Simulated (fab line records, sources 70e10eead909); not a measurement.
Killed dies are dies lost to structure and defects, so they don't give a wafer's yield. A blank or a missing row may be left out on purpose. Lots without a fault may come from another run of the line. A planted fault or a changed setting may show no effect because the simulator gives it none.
Which tool did it? | flow nand_harc | 24 lots, 72 wafers sampled, at 5 steps of a route of 1302

WHAT THE GAUGES READ, wafer by wafer
NHARC_A_M1_INSPECT_27. Usual: raw_defect_count 514, standard deviation 120.
lot  | measured     | on                | raw_defect_count | flag
L075 | day 23 12:01 | defect_inspect-01 | 542 564 548      |
L074 | day 23 14:15 | defect_inspect-02 | 362 423 383      |
L076 | day 23 22:29 | defect_inspect-01 | 443 594 388      |
L077 | day 24 16:43 | defect_inspect-02 | 748 749 590      |
L082 | day 27 05:05 | defect_inspect-01 | 455 475 668      |
L081 | day 27 14:38 | defect_inspect-01 | 480 386 646      |
L078 | day 27 17:49 | defect_inspect-01 | 440 437 634      |
L084 | day 28 02:02 | defect_inspect-02 | 505 466 624      |
L080 | day 28 10:01 | defect_inspect-01 | 431 510 386      |
L083 | day 28 20:39 | defect_inspect-02 | 472 522 552      |
L085 | day 29 04:22 | defect_inspect-02 | 519 414 746      |
L086 | day 29 10:31 | defect_inspect-01 | 617 518 565      |
L079 | day 29 13:35 | defect_inspect-01 | 454 517 800      |
L087 | day 29 18:32 | defect_inspect-02 | 402 445 480      |
L088 | day 29 20:12 | defect_inspect-01 | 658 512 587      |
L089 | day 30 01:05 | defect_inspect-02 | 426 460 408      |
L090 | day 30 02:13 | defect_inspect-02 | 523 522 558      |
L091 | day 30 06:02 | defect_inspect-01 | 680 438 755      |
L092 | day 30 23:41 | defect_inspect-02 | 593 525 588      |
L093 | day 31 06:15 | defect_inspect-02 | 514 476 490      |
L094 | day 31 06:45 | defect_inspect-01 | 502 405 659      |
L095 | day 32 13:52 | defect_inspect-01 | 448 295 426      |
L096 | day 32 15:57 | defect_inspect-01 | 465 579 594      |
L097 | day 34 04:02 | defect_inspect-01 | 557 468 409      |

NHARC_A_BONDPAD_INSPECT_23. Usual: raw_defect_count 538, standard deviation 120.
lot  | measured     | on                | raw_defect_count | flag
L075 | day 23 16:38 | defect_inspect-01 | 482 550 489      |
L074 | day 23 18:51 | defect_inspect-02 | 360 890 536      |
L076 | day 24 03:20 | defect_inspect-02 | 503 718 525      |
L077 | day 24 21:37 | defect_inspect-01 | 566 737 660      |
L082 | day 27 09:47 | defect_inspect-01 | 586 555 647      |
L081 | day 27 19:19 | defect_inspect-01 | 579 537 572      |
L078 | day 27 22:39 | defect_inspect-02 | 399 506 372      |
L084 | day 28 06:43 | defect_inspect-02 | 456 486 389      |
L080 | day 28 14:40 | defect_inspect-01 | 554 619 521      |
L083 | day 29 01:32 | defect_inspect-02 | 684 695 686      |
L085 | day 29 09:05 | defect_inspect-02 | 611 644 551      |
L086 | day 29 15:15 | defect_inspect-01 | 545 587 733      |
L079 | day 29 18:19 | defect_inspect-02 | 457 631 794      |
L087 | day 29 23:16 | defect_inspect-01 | 466 517 458      |
L088 | day 30 00:50 | defect_inspect-02 | 507 631 518      |
L089 | day 30 05:50 | defect_inspect-01 | 489 542 631      |
L090 | day 30 06:59 | defect_inspect-02 | 442 402 384      |
L091 | day 30 10:47 | defect_inspect-02 | 933 477 696      |
L092 | day 31 04:26 | defect_inspect-02 | 384 312 363      |
L093 | day 31 10:59 | defect_inspect-02 | 641 609 526      |
L094 | day 31 11:33 | defect_inspect-01 | 784 382 580      |
L095 | day 32 18:33 | defect_inspect-02 | 373 366 363      |
L096 | day 32 20:40 | defect_inspect-01 | 605 716 774      |
L097 | day 34 08:49 | defect_inspect-02 | 671 547 595      |

WHICH TOOL RAN EACH LOT (tool, then ch and the chambers of the sampled wafers, then the start)
lot  | NHARC_A_M0_CMP_23             | NHARC_A_M1_ANNEAL_31             | NHARC_A_BONDPAD_PVD_27
L075 | cmp-02 ch 0,1,2, day 23 07:19 | rtp_anneal-01 ch 0, day 23 11:13 | pvd_sputter-02, day 23 16:38 or earlier
L074 | cmp-02 ch 0,3, day 23 09:39   | rtp_anneal-02 ch 0, day 23 13:29 | pvd_sputter-03, day 23 18:51 or earlier
L076 | cmp-02 ch 1,2,3, day 23 16:37 | rtp_anneal-02 ch 0, day 23 21:43 | pvd_sputter-03, day 24 03:20 or earlier
L077 | cmp-03 ch 0,3, day 24 11:56   | rtp_anneal-01 ch 0, day 24 15:55 | pvd_sputter-02, day 24 21:37 or earlier
L082 | cmp-01 ch 1,2,3, day 27 00:09 | rtp_anneal-01 ch 0, day 27 04:19 | pvd_sputter-02, day 27 09:47 or earlier
L081 | cmp-02 ch 0,1,3, day 27 10:02 | rtp_anneal-01 ch 0, day 27 13:49 | pvd_sputter-03, day 27 17:55
L078 | cmp-02 ch 0,2,3, day 27 13:15 | rtp_anneal-02 ch 0, day 27 17:00 | pvd_sputter-03, day 27 22:39 or earlier
L084 | cmp-01 ch 0,2, day 27 21:28   | rtp_anneal-01 ch 0, day 28 01:19 | pvd_sputter-01, day 28 06:43 or earlier
L080 | cmp-01 ch 1,3, day 28 05:22   | rtp_anneal-01 ch 0, day 28 09:16 | pvd_sputter-03, day 28 14:40 or earlier
L083 | cmp-02 ch 0,2,3, day 28 16:02 | rtp_anneal-01 ch 0, day 28 19:50 | pvd_sputter-02, day 29 01:32 or earlier
L085 | cmp-03 ch 0,2,3, day 28 23:52 | rtp_anneal-01 ch 0, day 29 03:38 | pvd_sputter-01, day 29 09:05 or earlier
L086 | cmp-03 ch 0,2,3, day 29 05:43 | rtp_anneal-02 ch 0, day 29 09:42 | pvd_sputter-03, day 29 15:15 or earlier
L079 | cmp-02 ch 0,1,2, day 29 08:53 | rtp_anneal-01 ch 0, day 29 12:46 | pvd_sputter-03, day 29 18:19 or earlier
L087 | cmp-03 ch 1,2, day 29 13:46   | rtp_anneal-02 ch 0, day 29 17:43 | pvd_sputter-01, day 29 23:16 or earlier
L088 | cmp-01 ch 1,3, day 29 15:21   | rtp_anneal-02 ch 0, day 29 19:26 | pvd_sputter-01, day 30 00:50 or earlier
L089 | cmp-01 ch 1,2, day 29 20:17   | rtp_anneal-02 ch 0, day 30 00:25 | pvd_sputter-02, day 30 05:50 or earlier
L090 | cmp-02 ch 0,2, day 29 21:42   | rtp_anneal-01 ch 0, day 30 01:24 | pvd_sputter-02, day 30 06:59 or earlier
L091 | cmp-03 ch 0,1, day 30 01:06   | rtp_anneal-01 ch 0, day 30 05:14 | pvd_sputter-01, day 30 10:47 or earlier
L092 | cmp-02 ch 0,1, day 30 18:35   | rtp_anneal-01 ch 0, day 30 22:52 | pvd_sputter-02, day 31 04:26 or earlier
L093 | cmp-02 ch 0,1,3, day 31 01:33 | rtp_anneal-02 ch 0, day 31 05:26 | pvd_sputter-01, day 31 10:59 or earlier
L094 | cmp-01 ch 0,2,3, day 31 02:10 | rtp_anneal-02 ch 0, day 31 05:56 | pvd_sputter-02, day 31 11:33 or earlier
L095 | cmp-01 ch 0,3, day 32 09:23   | rtp_anneal-01 ch 0, day 32 13:03 | pvd_sputter-03, day 32 18:33 or earlier
L096 | cmp-01 ch 0,1,3, day 32 11:29 | rtp_anneal-01 ch 0, day 32 15:14 | pvd_sputter-02, day 32 20:40 or earlier
L097 | cmp-01 ch 1,2,3, day 33 23:26 | rtp_anneal-02 ch 0, day 34 03:16 | pvd_sputter-01, day 34 08:49 or earlier
- NHARC_A_M0_CMP_23: polishes, t overpolish 20 s, target thk 113.75 nm.
- NHARC_A_M1_ANNEAL_31: time 90 s.
- NHARC_A_BONDPAD_PVD_27: deposits Cu, target thk 30 nm, time 20.49 s.

WHAT THE TOOLS THEMSELVES READ (means of the sampled wafers that have a number; where no wafer has one, the mark that the record gives instead)
NHARC_A_M0_CMP_23. Usual: motor_current_A 12.2 A, standard deviation 1.5; time_to_endpoint_s 29.7 s, standard deviation 2.6.
lot  | tool   | motor_current_A (A) | time_to_endpoint_s (s) | flag
L075 | cmp-02 | 12.1                | 33.2                   |
L074 | cmp-02 | 12.2                | 28.2                   |
L076 | cmp-02 | 12.5                | 29.9                   |
L077 | cmp-03 | 10.2                | 29.3                   |
L082 | cmp-01 | 13.3                | 29.3                   |
L081 | cmp-02 | 11.9                | 32.5                   |
L078 | cmp-02 | 12.4                | 30.0                   |
L084 | cmp-01 | 13.9                | 28.9                   |
L080 | cmp-01 | 12.7                | 23.7                   |
L083 | cmp-02 | 12.2                | 29.9                   |
L085 | cmp-03 | 11.0                | 28.0                   |
L086 | cmp-03 | 10.9                | 29.6                   |
L079 | cmp-02 | 12.0                | 31.7                   |
L087 | cmp-03 | 11.9                | 30.5                   |
L088 | cmp-01 | 12.8                | 29.7                   |
L089 | cmp-01 | 13.8                | 30.6                   |
L090 | cmp-02 | 11.4                | 28.6                   |
L091 | cmp-03 | 12.2                | 26.8                   |
L092 | cmp-02 | 10.5                | 28.2                   |
L093 | cmp-02 | 11.8                | 28.3                   |
L094 | cmp-01 | 13.6                | 29.9                   |
L095 | cmp-01 | 13.4                | 29.8                   |
L096 | cmp-01 | 12.5                | 31.0                   |
L097 | cmp-01 | 13.3                | 30.9                   |

NHARC_A_M1_ANNEAL_31. Usual: anneal_temp_c 224.98 C, standard deviation 0.17; wafer_temp_C_max 226.04, standard deviation 0.27.
lot  | tool          | anneal_temp_c (C) | wafer_temp_C_max | flag
L075 | rtp_anneal-01 | 224.98            | 225.91           |
L074 | rtp_anneal-02 | 225.31            | 226.02           |
L076 | rtp_anneal-02 | 225.04            | 226.21           |
L077 | rtp_anneal-01 | 225.02            | 225.91           |
L082 | rtp_anneal-01 | 225.22            | 226.04           |
L081 | rtp_anneal-01 | 224.99            | 225.95           |
L078 | rtp_anneal-02 | 224.81            | 226.05           |
L084 | rtp_anneal-01 | 225.04            | 226.16           |
L080 | rtp_anneal-01 | 224.83            | 226.03           |
L083 | rtp_anneal-01 | 225.15            | 225.69           |
L085 | rtp_anneal-01 | 224.79            | 225.95           |
L086 | rtp_anneal-02 | 224.88            | 225.91           |
L079 | rtp_anneal-01 | 224.81            | 225.99           |
L087 | rtp_anneal-02 | 225.04            | 226.33           |
L088 | rtp_anneal-02 | 224.92            | 225.93           |
L089 | rtp_anneal-02 | 225.09            | 226.18           |
L090 | rtp_anneal-01 | 224.94            | 226.08           |
L091 | rtp_anneal-01 | 225.00            | 226.01           |
L092 | rtp_anneal-01 | 224.84            | 225.78           |
L093 | rtp_anneal-02 | 224.96            | 226.43           |
L094 | rtp_anneal-02 | 224.89            | 226.31           |
L095 | rtp_anneal-01 | 224.85            | 226.14           |
L096 | rtp_anneal-01 | 225.23            | 225.92           |
L097 | rtp_anneal-02 | 225.06            | 226.26           |

NHARC_A_BONDPAD_PVD_27. Usual: throttle_valve_pct 30.0 %, standard deviation 1.2.
lot  | tool           | throttle_valve_pct (%) | flag
L075 | pvd_sputter-02 | 30.2                   |
L074 | pvd_sputter-03 | 29.7                   |
L076 | pvd_sputter-03 | 29.8                   |
L077 | pvd_sputter-02 | 30.1                   |
L082 | pvd_sputter-02 | 30.4                   |
L081 | pvd_sputter-03 | 30.3                   |
L078 | pvd_sputter-03 | 29.8                   |
L084 | pvd_sputter-01 | 30.4                   |
L080 | pvd_sputter-03 | 29.0                   |
L083 | pvd_sputter-02 | 30.6                   |
L085 | pvd_sputter-01 | 29.2                   |
L086 | pvd_sputter-03 | 29.1                   |
L079 | pvd_sputter-03 | 29.7                   |
L087 | pvd_sputter-01 | 29.7                   |
L088 | pvd_sputter-01 | 30.0                   |
L089 | pvd_sputter-02 | 30.8                   |
L090 | pvd_sputter-02 | 30.5                   |
L091 | pvd_sputter-01 | 30.1                   |
L092 | pvd_sputter-02 | 30.6                   |
L093 | pvd_sputter-01 | 29.1                   |
L094 | pvd_sputter-02 | 30.7                   |
L095 | pvd_sputter-03 | 30.0                   |
L096 | pvd_sputter-02 | 30.4                   |
L097 | pvd_sputter-01 | 29.4                   |

THE ANSWER, worked out from the rows above alone
Rule: a lot is off if the mean of its wafers that have a number lies more than 3 standard deviations from the usual mean. A lot without any number at a reading at which 4 lots or more have one is off too. The other lots that the step has rows for count as sound. The gauges are gone through in route order, then the tools' own readings, and for those a lot's mean is taken as printed above. The first step at which some lot is off is used, and at that step the reading that is off furthest; a lot without a number counts as furthest.
No lot is off at any reading shown: from this, nothing can be told.

WHAT THE SIMULATOR HAD PUT IN
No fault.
